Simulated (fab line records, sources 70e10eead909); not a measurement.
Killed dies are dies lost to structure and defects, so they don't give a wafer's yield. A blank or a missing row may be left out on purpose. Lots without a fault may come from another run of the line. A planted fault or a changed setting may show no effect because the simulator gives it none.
Which tool did it? | flow nand_harc | 24 lots, 72 wafers sampled, at 6 steps of a route of 1159

WHAT THE GAUGES READ, wafer by wafer
The record holds no reading of a measuring or inspecting step that can be judged against a usual standard deviation.

WHICH TOOL RAN EACH LOT (tool, then ch and the chambers of the sampled wafers, then the start)
lot  | NHARC_A_SGD_CUT_ETCH_15                       | NHARC_A_SLIT_DEP_00           | NHARC_A_SLIT_DESCUM_14             | NHARC_A_SLIT_ETCH_29               | NHARC_A_WL_FILL_ALD_10           | NHARC_A_WL_FILL_ALD_19
L075 | rie_diel-08 ch 1,2,3, day 14 17:09 or earlier | acl_dep-01 ch 0, day 14 17:09 | rie_diel-10 ch 0,2, day 14 19:56   | rie_diel-10 ch 0,1,3, day 14 23:20 | ald_hk-03 ch 0,3, day 15 20:16   | ald_metal-03 ch 0,2,3, day 16 05:07
L077 | rie_diel-12 ch 0,2,3, day 14 17:18 or earlier | acl_dep-02 ch 0, day 14 17:18 | rie_diel-09 ch 0,3, day 14 20:04   | rie_diel-09 ch 0,1,3, day 14 23:01 | ald_hk-01 ch 1,2,3, day 15 22:34 | ald_metal-01 ch 1,2,3, day 16 07:49
L076 | rie_diel-04 ch 1,2,3, day 14 17:20 or earlier | acl_dep-03 ch 0, day 14 17:20 | rie_diel-09 ch 0,2, day 14 20:15   | rie_diel-10 ch 1,2, day 15 00:41   | ald_hk-02 ch 0,1,3, day 15 19:14 | ald_metal-01 ch 0,3, day 16 05:07
L078 | rie_diel-08 ch 0,2,3, day 15 05:29 or earlier | acl_dep-02 ch 0, day 15 05:29 | rie_diel-02 ch 0,1, day 15 08:02   | rie_diel-09 ch 0,2,3, day 15 15:07 | ald_hk-01 ch 0,2,3, day 16 08:32 | ald_metal-01 ch 0,2,3, day 16 18:32
L074 | rie_diel-04 ch 0,2,3, day 15 05:01 or earlier | acl_dep-01 ch 0, day 15 05:01 | rie_diel-09 ch 0,3, day 15 07:26   | rie_diel-02 ch 0,1,2, day 15 13:26 | ald_hk-03 ch 0,1,3, day 16 11:47 | ald_metal-03 ch 0,2,3, day 16 21:35
L080 | rie_diel-12 ch 1,2,3, day 15 09:17 or earlier | acl_dep-02 ch 0, day 15 09:17 | rie_diel-02 ch 2,3, day 15 11:42   | rie_diel-10 ch 0,1,2, day 15 15:25 | ald_hk-02 ch 0,3, day 16 08:01   | ald_metal-03 ch 0,1,2, day 16 18:34
L079 | rie_diel-08 ch 0,2, day 15 10:08 or earlier   | acl_dep-03 ch 0, day 15 10:08 | rie_diel-09 ch 2,3, day 15 12:21   | rie_diel-02 ch 1,2, day 15 17:03   | ald_hk-02 ch 0,2,3, day 16 12:18 | ald_metal-02 ch 0,2,3, day 16 21:35
L081 | rie_diel-12 ch 0,3, day 16 01:00 or earlier   | acl_dep-03 ch 0, day 16 01:00 | rie_diel-10 ch 1,2,3, day 16 03:32 | rie_diel-09 ch 1,2, day 16 06:22   | ald_hk-03 ch 0,1,2, day 17 00:58 | ald_metal-02 ch 1,3, day 17 10:57
L082 | rie_diel-04 ch 0,3, day 16 00:20 or earlier   | acl_dep-01 ch 0, day 16 00:20 | rie_diel-09 ch 0,1,2, day 16 02:50 | rie_diel-10 ch 0,1,2, day 16 05:43 | ald_hk-02 ch 0,1,2, day 17 01:03 | ald_metal-03 ch 2,3, day 17 10:57
L083 | rie_diel-12 ch 0,1,3, day 16 10:50 or earlier | acl_dep-03 ch 0, day 16 10:50 | rie_diel-09 ch 0,1,2, day 16 13:43 | rie_diel-10 ch 1,2,3, day 16 16:35 | ald_hk-03 ch 0,1,2, day 17 17:10 | ald_metal-03 ch 0,2,3, day 18 03:43
L084 | rie_diel-04 ch 0,1,2, day 16 19:02 or earlier | acl_dep-02 ch 0, day 16 19:02 | rie_diel-02 ch 0,1,3, day 16 21:20 | rie_diel-10 ch 2,3, day 17 03:03   | ald_hk-03 ch 1,2, day 18 03:05   | ald_metal-02 ch 1,2, day 18 13:18
L085 | rie_diel-08 ch 0,2,3, day 16 16:46 or earlier | acl_dep-02 ch 0, day 16 16:46 | rie_diel-09 ch 0,1,3, day 16 19:16 | rie_diel-09 ch 0,2,3, day 16 22:08 | ald_hk-02 ch 0,1,2, day 17 21:24 | ald_metal-01 ch 0,1,3, day 18 07:36
L088 | rie_diel-04 ch 0,1,2, day 17 05:07 or earlier | acl_dep-03 ch 0, day 17 05:07 | rie_diel-02 ch 1,2,3, day 17 07:49 | rie_diel-10 ch 1,3, day 17 10:41   | ald_hk-02 ch 0,3, day 18 08:57   | ald_metal-02 ch 1,2, day 18 19:03
L087 | rie_diel-08 ch 0,3, day 17 04:35 or earlier   | acl_dep-01 ch 0, day 17 04:35 | rie_diel-10 ch 1,2,3, day 17 07:36 | rie_diel-02 ch 0,2, day 17 10:40   | ald_hk-03 ch 0,2,3, day 18 09:58 | ald_metal-01 ch 0,2,3, day 18 19:04
L086 | rie_diel-08 ch 0,1,3, day 17 05:56 or earlier | acl_dep-02 ch 0, day 17 05:56 | rie_diel-10 ch 1,2, day 17 08:49   | rie_diel-09 ch 0,2,3, day 17 12:20 | ald_hk-01 ch 0,1,3, day 18 11:14 | ald_metal-02 ch 0,1,2, day 18 21:41
L090 | rie_diel-04 ch 2,3, day 18 06:37 or earlier   | acl_dep-02 ch 0, day 18 06:37 | rie_diel-09 ch 0,1, day 18 09:12   | rie_diel-09 ch 0,3, day 18 12:04   | ald_hk-01 ch 0,3, day 19 11:04   | ald_metal-01 ch 1,2, day 19 21:04
L089 | rie_diel-08 ch 1,2, day 18 08:16 or earlier   | acl_dep-02 ch 0, day 18 08:16 | rie_diel-10 ch 0,2,3, day 18 11:10 | rie_diel-02 ch 2,3, day 18 14:01   | ald_hk-02 ch 0,2,3, day 19 10:58 | ald_metal-02 ch 0,1, day 19 21:07
L091 | rie_diel-04 ch 0,1, day 18 17:43 or earlier   | acl_dep-03 ch 0, day 18 17:43 | rie_diel-02 ch 0,1,3, day 18 20:17 | rie_diel-02 ch 1,2,3, day 18 23:08 | ald_hk-01 ch 1,3, day 19 16:02   | ald_metal-03 ch 0,1,3, day 20 01:47
L094 | rie_diel-08 ch 2,3, day 18 16:11 or earlier   | acl_dep-01 ch 0, day 18 16:11 | rie_diel-09 ch 0,2,3, day 18 18:14 | rie_diel-10 ch 0,1, day 18 21:14   | ald_hk-03 ch 1,3, day 19 16:02   | ald_metal-01 ch 1,2, day 20 01:47
L092 | rie_diel-04 ch 0,1,2, day 18 18:21 or earlier | acl_dep-02 ch 0, day 18 18:21 | rie_diel-02 ch 2,3, day 18 20:52   | rie_diel-02 ch 2,3, day 19 00:48   | ald_hk-02 ch 1,2, day 19 20:13   | ald_metal-02 ch 1,3, day 20 05:56
L093 | rie_diel-12 ch 1,3, day 18 17:48 or earlier   | acl_dep-01 ch 0, day 18 17:48 | rie_diel-09 ch 0,2, day 18 20:25   | rie_diel-10 ch 1,2, day 18 23:55   | ald_hk-01 ch 0,1,3, day 19 20:14 | ald_metal-03 ch 0,2,3, day 20 05:58
L096 | rie_diel-08 ch 0,1,3, day 19 12:28 or earlier | acl_dep-02 ch 0, day 19 12:28 | rie_diel-09 ch 1,2,3, day 19 14:44 | rie_diel-10 ch 0,3, day 19 17:53   | ald_hk-02 ch 0,1,2, day 20 18:12 | ald_metal-02 ch 2,3, day 21 03:45
L095 | rie_diel-04 ch 2,3, day 19 11:59 or earlier   | acl_dep-03 ch 0, day 19 11:59 | rie_diel-02 ch 0,2,3, day 19 14:49 | rie_diel-02 ch 0,2,3, day 19 19:33 | ald_hk-01 ch 0,2,3, day 20 17:01 | ald_metal-01 ch 0,1,2, day 21 03:45
L097 | rie_diel-04 ch 0,2,3, day 20 02:44 or earlier | acl_dep-02 ch 0, day 20 02:44 | rie_diel-09 ch 0,3, day 20 05:15   | rie_diel-10 ch 0,2, day 20 08:12   | ald_hk-01 ch 2,3, day 21 06:49   | ald_metal-01 ch 0,1,2, day 21 16:59
- NHARC_A_SGD_CUT_ETCH_15: etches the open film in CH3F/O2, target depth 75 nm, time 64.3 s.
- NHARC_A_SLIT_DEP_00: deposits aC, target thk 3200 nm.
- NHARC_A_SLIT_DESCUM_14: chemistry O2, time 3 s.
- NHARC_A_SLIT_ETCH_29: etches the open film in CF4/O2, target depth 100 nm, overetch 10 nm, time 55 s.
- NHARC_A_WL_FILL_ALD_10: deposits SiO2, target thk 50 nm, pulse time 10 s, ald cycles 500.
- NHARC_A_WL_FILL_ALD_19: deposits TiN, target thk 2 nm, pulse time 3 s, ald cycles 100.

WHAT THE TOOLS THEMSELVES READ (means of the sampled wafers that have a number; where no wafer has one, the mark that the record gives instead)
NHARC_A_SGD_CUT_ETCH_15.
lot  | tool        | drypump_motor_current_A (A) | oes_product_au (a.u.) | rf_vpp_V (V) | showerhead_plenum_p_Torr (Torr) | throttle_valve_pct (%)
L075 | rie_diel-08 | 6.2                         | 0.969                 | 262.5        | 2.41                            | 20.671
L077 | rie_diel-12 | 5.3                         | 0.961                 | 262.9        | 2.37                            | 20.660
L076 | rie_diel-04 | 5.7                         | 0.968                 | 261.9        | 2.33                            | 20.670
L078 | rie_diel-08 | 5.9                         | 0.966                 | 263.9        | 2.46                            | 20.667
L074 | rie_diel-04 | 6.0                         | 0.954                 | 263.9        | 2.40                            | 20.664
L080 | rie_diel-12 | 5.4                         | 0.945                 | 262.7        | 2.39                            | 20.661
L079 | rie_diel-08 | 5.9                         | 0.953                 | 264.3        | 2.50                            | 20.666
L081 | rie_diel-12 | 5.1                         | 0.956                 | 263.0        | 2.41                            | 20.667
L082 | rie_diel-04 | 6.2                         | 0.974                 | 263.4        | 2.40                            | 20.657
L083 | rie_diel-12 | 5.4                         | 0.943                 | 262.8        | 2.40                            | 20.670
L084 | rie_diel-04 | 5.6                         | 0.969                 | 263.4        | 2.43                            | 20.663
L085 | rie_diel-08 | 5.9                         | 0.959                 | 263.7        | 2.46                            | 20.666
L088 | rie_diel-04 | 5.6                         | 0.964                 | 264.2        | 2.43                            | 20.661
L087 | rie_diel-08 | 5.9                         | 0.957                 | 262.5        | 2.41                            | 20.662
L086 | rie_diel-08 | 6.2                         | 0.955                 | 263.3        | 2.42                            | 20.661
L090 | rie_diel-04 | 6.1                         | 0.964                 | 262.3        | 2.30                            | 20.658
L089 | rie_diel-08 | 6.2                         | 0.967                 | 263.7        | 2.45                            | 20.666
L091 | rie_diel-04 | 5.4                         | 0.976                 | 263.5        | 2.46                            | 20.664
L094 | rie_diel-08 | 5.9                         | 0.962                 | 262.4        | 2.40                            | 20.650
L092 | rie_diel-04 | 5.6                         | 0.952                 | 263.5        | 2.42                            | 20.657
L093 | rie_diel-12 | 5.5                         | 0.950                 | 263.9        | 2.42                            | 20.664
L096 | rie_diel-08 | 6.2                         | 0.947                 | 262.6        | 2.42                            | 20.666
L095 | rie_diel-04 | 6.1                         | 0.959                 | 261.0        | 2.30                            | 20.661
L097 | rie_diel-04 | 6.0                         | 0.966                 | 262.4        | 2.39                            | 20.663

NHARC_A_SLIT_DEP_00.
lot  | tool       | throttle_valve_pct (%)
L075 | acl_dep-01 | 35.001
L077 | acl_dep-02 | 34.994
L076 | acl_dep-03 | 34.996
L078 | acl_dep-02 | 35.003
L074 | acl_dep-01 | 35.004
L080 | acl_dep-02 | 35.011
L079 | acl_dep-03 | 35.005
L081 | acl_dep-03 | 35.002
L082 | acl_dep-01 | 35.005
L083 | acl_dep-03 | 35.001
L084 | acl_dep-02 | 35.002
L085 | acl_dep-02 | 35.001
L088 | acl_dep-03 | 35.007
L087 | acl_dep-01 | 35.003
L086 | acl_dep-02 | 34.995
L090 | acl_dep-02 | 34.993
L089 | acl_dep-02 | 34.999
L091 | acl_dep-03 | 34.997
L094 | acl_dep-01 | 35.005
L092 | acl_dep-02 | 34.996
L093 | acl_dep-01 | 35.004
L096 | acl_dep-02 | 35.011
L095 | acl_dep-03 | 35.005
L097 | acl_dep-02 | 34.995

NHARC_A_SLIT_DESCUM_14.
lot  | tool        | drypump_motor_current_A (A) | oes_product_au (a.u.) | rf_vpp_V (V) | showerhead_plenum_p_Torr (Torr) | throttle_valve_pct (%)
L075 | rie_diel-10 | 6.0                         | 1.013                 | 57.7         | 1.92                            | 11.302
L077 | rie_diel-09 | 5.9                         | 0.988                 | 57.3         | 1.85                            | 11.308
L076 | rie_diel-09 | 6.0                         | 0.983                 | 57.5         | 1.82                            | 11.310
L078 | rie_diel-02 | 5.4                         | 1.010                 | 58.2         | 1.92                            | 11.307
L074 | rie_diel-09 | 5.9                         | 0.985                 | 57.5         | 1.85                            | 11.313
L080 | rie_diel-02 | 6.0                         | 0.993                 | 58.2         | 1.91                            | 11.321
L079 | rie_diel-09 | 6.3                         | 0.993                 | 57.7         | 1.84                            | 11.308
L081 | rie_diel-10 | 5.7                         | 0.998                 | 57.6         | 1.94                            | 11.311
L082 | rie_diel-09 | 5.6                         | 0.985                 | 58.3         | 1.87                            | 11.307
L083 | rie_diel-09 | 5.5                         | 0.982                 | 58.0         | 1.87                            | 11.311
L084 | rie_diel-02 | 5.5                         | 0.995                 | 57.7         | 1.94                            | 11.304
L085 | rie_diel-09 | 5.5                         | 0.988                 | 57.6         | 1.89                            | 11.316
L088 | rie_diel-02 | 5.6                         | 1.000                 | 57.1         | 1.95                            | 11.319
L087 | rie_diel-10 | 5.7                         | 1.012                 | 57.7         | 1.94                            | 11.309
L086 | rie_diel-10 | 5.7                         | 1.006                 | 56.9         | 1.90                            | 11.308
L090 | rie_diel-09 | 5.2                         | 0.988                 | 56.8         | 1.88                            | 11.296
L089 | rie_diel-10 | 5.9                         | 1.009                 | 58.8         | 1.91                            | 11.309
L091 | rie_diel-02 | 5.5                         | 0.992                 | 58.5         | 1.93                            | 11.314
L094 | rie_diel-09 | 5.9                         | 0.985                 | 57.1         | 1.83                            | 11.312
L092 | rie_diel-02 | 6.0                         | 1.003                 | 58.5         | 1.90                            | 11.312
L093 | rie_diel-09 | 5.5                         | 0.982                 | 56.3         | 1.82                            | 11.314
L096 | rie_diel-09 | 5.9                         | 1.001                 | 57.3         | 1.88                            | 11.308
L095 | rie_diel-02 | 5.8                         | 1.001                 | 58.3         | 1.89                            | 11.312
L097 | rie_diel-09 | 5.5                         | 0.993                 | 57.8         | 1.84                            | 11.315

NHARC_A_SLIT_ETCH_29.
lot  | tool        | drypump_motor_current_A (A) | oes_product_au (a.u.) | rf_vpp_V (V) | showerhead_plenum_p_Torr (Torr) | throttle_valve_pct (%)
L075 | rie_diel-10 | 5.8                         | 0.999                 | 198.7        | 1.38                            | 13.388
L077 | rie_diel-09 | 5.5                         | 0.988                 | 197.1        | 1.32                            | 13.405
L076 | rie_diel-10 | 5.6                         | 1.008                 | 197.2        | 1.33                            | 13.391
L078 | rie_diel-09 | 5.9                         | 0.988                 | 195.8        | 1.28                            | 13.393
L074 | rie_diel-02 | 5.5                         | 1.011                 | 198.4        | 1.35                            | 13.399
L080 | rie_diel-10 | 5.8                         | 1.002                 | 199.3        | 1.35                            | 13.395
L079 | rie_diel-02 | 5.3                         | 1.014                 | 198.6        | 1.39                            | 13.392
L081 | rie_diel-09 | 6.0                         | 1.004                 | 196.7        | 1.30                            | 13.387
L082 | rie_diel-10 | 5.8                         | 1.002                 | 198.2        | 1.35                            | 13.396
L083 | rie_diel-10 | 5.7                         | 1.001                 | 197.7        | 1.35                            | 13.397
L084 | rie_diel-10 | 5.8                         | 1.000                 | 197.0        | 1.31                            | 13.400
L085 | rie_diel-09 | 5.9                         | 0.991                 | 196.3        | 1.28                            | 13.398
L088 | rie_diel-10 | 5.6                         | 1.013                 | 198.1        | 1.39                            | 13.398
L087 | rie_diel-02 | 5.7                         | 0.999                 | 197.2        | 1.31                            | 13.390
L086 | rie_diel-09 | 5.9                         | 0.987                 | 196.0        | 1.28                            | 13.395
L090 | rie_diel-09 | 5.5                         | 0.988                 | 195.8        | 1.28                            | 13.394
L089 | rie_diel-02 | 5.9                         | 1.008                 | 198.4        | 1.33                            | 13.395
L091 | rie_diel-02 | 5.6                         | 1.002                 | 197.7        | 1.36                            | 13.391
L094 | rie_diel-10 | 5.6                         | 1.018                 | 198.9        | 1.39                            | 13.381
L092 | rie_diel-02 | 6.0                         | 0.998                 | 198.2        | 1.33                            | 13.401
L093 | rie_diel-10 | 5.6                         | 1.006                 | 197.6        | 1.33                            | 13.396
L096 | rie_diel-10 | 5.9                         | 1.000                 | 198.8        | 1.35                            | 13.404
L095 | rie_diel-02 | 5.8                         | 0.995                 | 197.9        | 1.32                            | 13.384
L097 | rie_diel-10 | 5.9                         | 1.006                 | 197.6        | 1.31                            | 13.397

NHARC_A_WL_FILL_ALD_10.
lot  | tool      | heater_power_w (W) | precursor_pulse_height_rel
L075 | ald_hk-03 | 500                | 1.002
L077 | ald_hk-01 | 485                | 0.988
L076 | ald_hk-02 | 450                | 0.984
L078 | ald_hk-01 | 461                | 1.006
L074 | ald_hk-03 | 467                | 1.002
L080 | ald_hk-02 | 485                | 1.000
L079 | ald_hk-02 | 470                | 1.006
L081 | ald_hk-03 | 456                | 0.990
L082 | ald_hk-02 | 446                | 1.028
L083 | ald_hk-03 | 453                | 1.002
L084 | ald_hk-03 | 430                | 0.992
L085 | ald_hk-02 | 443                | 0.998
L088 | ald_hk-02 | 485                | 1.004
L087 | ald_hk-03 | 487                | 0.997
L086 | ald_hk-01 | 503                | 1.002
L090 | ald_hk-01 | 502                | 0.998
L089 | ald_hk-02 | 475                | 0.989
L091 | ald_hk-01 | 526                | 0.983
L094 | ald_hk-03 | 438                | 1.006
L092 | ald_hk-02 | 407                | 1.002
L093 | ald_hk-01 | 510                | 0.992
L096 | ald_hk-02 | 435                | 1.007
L095 | ald_hk-01 | 481                | 1.005
L097 | ald_hk-01 | 468                | 1.019

NHARC_A_WL_FILL_ALD_19.
lot  | tool         | heater_power_w (W) | precursor_pulse_height_rel
L075 | ald_metal-03 | 1075               | 0.997
L077 | ald_metal-01 | 1061               | 0.995
L076 | ald_metal-01 | 1065               | 0.999
L078 | ald_metal-01 | 1119               | 1.006
L074 | ald_metal-03 | 1082               | 1.008
L080 | ald_metal-03 | 1078               | 1.006
L079 | ald_metal-02 | 962                | 1.016
L081 | ald_metal-02 | 991                | 0.988
L082 | ald_metal-03 | 1024               | 1.009
L083 | ald_metal-03 | 1105               | 1.002
L084 | ald_metal-02 | 1040               | 1.000
L085 | ald_metal-01 | 1025               | 0.990
L088 | ald_metal-02 | 1038               | 1.003
L087 | ald_metal-01 | 1107               | 1.006
L086 | ald_metal-02 | 1007               | 0.994
L090 | ald_metal-01 | 940                | 1.023
L089 | ald_metal-02 | 1010               | 0.994
L091 | ald_metal-03 | 1097               | 1.002
L094 | ald_metal-01 | 929                | 1.019
L092 | ald_metal-02 | 1037               | 0.986
L093 | ald_metal-03 | 1089               | 1.008
L096 | ald_metal-02 | 1010               | 1.008
L095 | ald_metal-01 | 969                | 1.000
L097 | ald_metal-01 | 966                | 0.986

THE ANSWER, worked out from the rows above alone
Rule: what is usual is taken from the lots themselves. Put in order of their means at a reading, lots are off if they are a third of the lots or fewer, leave a main group of 4 or more, and stand apart from it by a gap of 3 or more times the standard deviation of the main group's means; of several such gaps the widest counts. A main group whose means are all the same, to the digits that the tables above print for the reading, isn't used. A lot without any number at a reading at which 4 lots or more have one is off too. The other lots that the step has rows for count as sound. The gauges are gone through in route order, then the tools' own readings, and for those a lot's mean is taken as printed above. The first step at which some lot is off is used, and at that step the reading that is off furthest; a lot without a number counts as furthest.
No lot is off at any reading shown: from this, nothing can be told.

WHAT THE SIMULATOR HAD PUT IN
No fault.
